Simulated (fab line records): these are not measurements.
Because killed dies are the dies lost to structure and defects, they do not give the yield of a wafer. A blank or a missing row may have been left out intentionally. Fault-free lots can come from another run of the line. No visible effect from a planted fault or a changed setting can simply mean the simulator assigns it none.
A struck lot beside a sound one + flow n5Finfet + 15 out of 1938 route steps
Sound: these wafers, L177.3, L177.5, L177.6. Struck: wafer L185.5. (L185.3 of the same lot was not struck and is left out.) The cause comes at the end.
Per side, at each step with rows, come the tool, then ch with its chambers, and then its first start. Under that, the readings that differ: sound wafers + struck wafers + difference of the means + sigmas: that difference in standard deviations of wafers without a fault.
alike: a reading whose means differ by less than 2 such deviations, as well as words and numbers matching on both sides. not compared: withheld readings; readings where some wafer has no value; bounds like >300 that might hide an equal value; numbers whose values overlap and for which the record gives no deviation.
A row with sigmas, a row that says differs or no value, or rows on one side alone: a step with any of these is where the two part. Numbers that don't overlap but have no deviation are shown without sigmas and don't part them. A reading that every wafer of one side lacks parts them only if that side has two wafers or more.

N5_HKMG_FIN_CMP_94: polishes, stops on SiNx, t overpolish 4.7 s, target thk 43.299 nm.
  sound on cmp-03 ch 0,3, day 4 18:41; struck on cmp-02 ch 3, day 6 22:08
  alike: motorCurrentA, slurryFilterDpKPa
N5_HKMG_FIN_INSPECT_28: inspects for defects (darkfield).
  sound: defectInspect-01 at day 4 18:56; struck: defectInspect-01 at day 6 22:23
  alike: rawDefectCount
N5_GATE_CUT_ETCHBACK_00: etches W in SF6/Cl2.
  sound on rieMetal-02 ch 0,1, day 4 19:00; struck on rieMetal-02 ch 1, day 6 22:27
  alike: drypumpMotorCurrentA, oesProductAu, throttleValvePct
  not compared: rfHoursCounterH
N5_GATE_CUT_ETCH_56: etches TiN in Cl2/Ar, target depth 21.6 nm.
  sound on rieMetal-02 ch 0,1, day 4 19:07; struck on rieMetal-02 ch 1, day 6 22:34
  alike: drypumpMotorCurrentA, mfcArSccm, oes_ar_750_au, oesProductAu, throttleValvePct
  not compared: rfHoursCounterH
then, 2 steps without rows for these wafers: N5_GATE_CUT_ETCHBACK_30 (etches TiN in Cl2/Ar, target depth 3 nm); N5_GATE_CUT_VAPOR_ETCH_60 (etches HfO2 in BCl3/Cl2).
N5_GATE_CUT_ETCH_58: etches SiNx in CH3F/O2, target depth 17 nm, time 128.6 s.
  sound on rieDiel-05 ch 2,3, day 4 19:22; struck on rieDiel-05 ch 2, day 6 22:42
| reading    | sound          | struck | difference | sigmas |
|------------|----------------|--------|------------|--------|
| rfVppV (V) | 98.0 99.7 98.3 | 95.8   | -2.9       | -3     |
  alike: CH3F_flow_sccm, drypumpMotorCurrentA, mfcArSccm, oesProductAu, showerheadPlenumPTorr, throttleValvePct
  not compared: rfHoursCounterH
N5_GATE_CUT_STRIP_59: strips in N2/H2, time 20 s.
  sound on rieDiel-05 ch 2,3, day 4 19:28; struck on rieDiel-05 ch 2, day 6 22:48
  alike: drypumpMotorCurrentA, oesProductAu, rfVppV, showerheadPlenumPTorr, throttleValvePct
  not compared: rfHoursCounterH
then, 3 steps without rows for these wafers: N5_GATE_CUT_PRECLEAN_31 (cleans in DIW, time 300 s); N5_GATE_CUT_SRD_32 (time 30 s); N5_GATE_CUT_SAC_CAP_01 (material SiNx, target thk 24 nm, pulse time 1 s, ald cycles 480).
N5_GATE_CUT_PECVD_57: deposits SiNx from SiH4/NH3/N2, target thk 21 nm.
  sound on pecvd-04 ch 0,2, day 4 23:31; struck on pecvd-03 ch 0, day 7 02:10
| reading                                    | sound          | struck | difference | sigmas |
|--------------------------------------------|----------------|--------|------------|--------|
| heaterPowerW (W)                           | 685 671 685    | 916    | +236       | +3     |
| model.SiNx_of_GATE_CUT_PECVD_57.thkNm (nm) | 20.6 20.8 20.6 | 7.8    | -12.9      |        |
  alike: showerheadPlenumPTorr, throttleValvePct
N5_GATE_CUT_CMP_02: polishes, stops on SiO2, t overpolish 12.7 s, target thk 0 nm.
  sound on cmp-02 ch 0,1, day 4 23:36; struck on cmp-01 ch 2, day 7 02:17
| reading             | sound          | struck | difference | sigmas |
|---------------------|----------------|--------|------------|--------|
| timeToEndpointS (s) | 22.7 23.2 28.7 | 10.1   | -14.8      | -6     |
  alike: motorCurrentA, slurryFilterDpKPa
-- a jump in the record: the struck wafers' starts before and after are 4 days apart (it breaks off in module GATE_CUT and resumes in module BEOL_M4, where the first step shown is number 1111 of the route) --
N5_BEOL_M4_RC_MEAS_101:
  sound on prober-02 ch 0, day 8 18:21; struck on prober-01 ch 0, day 10 19:16
  alike: DIBL_N, DIBL_P, IOFF_N, IOFF_P, ION_N, ION_P, SS_N, SS_P, VT_N, VT_P
N5_PASSIVATION_PROBE_49:
  rows exist in the record for the sound wafers here (prober-02, day 13 04:45), none for the struck ones

WHERE THEY PART
At N5_GATE_CUT_ETCH_58 first; at N5_PASSIVATION_PROBE_49 last (within this record only).

WHY: what had been put in by the simulator
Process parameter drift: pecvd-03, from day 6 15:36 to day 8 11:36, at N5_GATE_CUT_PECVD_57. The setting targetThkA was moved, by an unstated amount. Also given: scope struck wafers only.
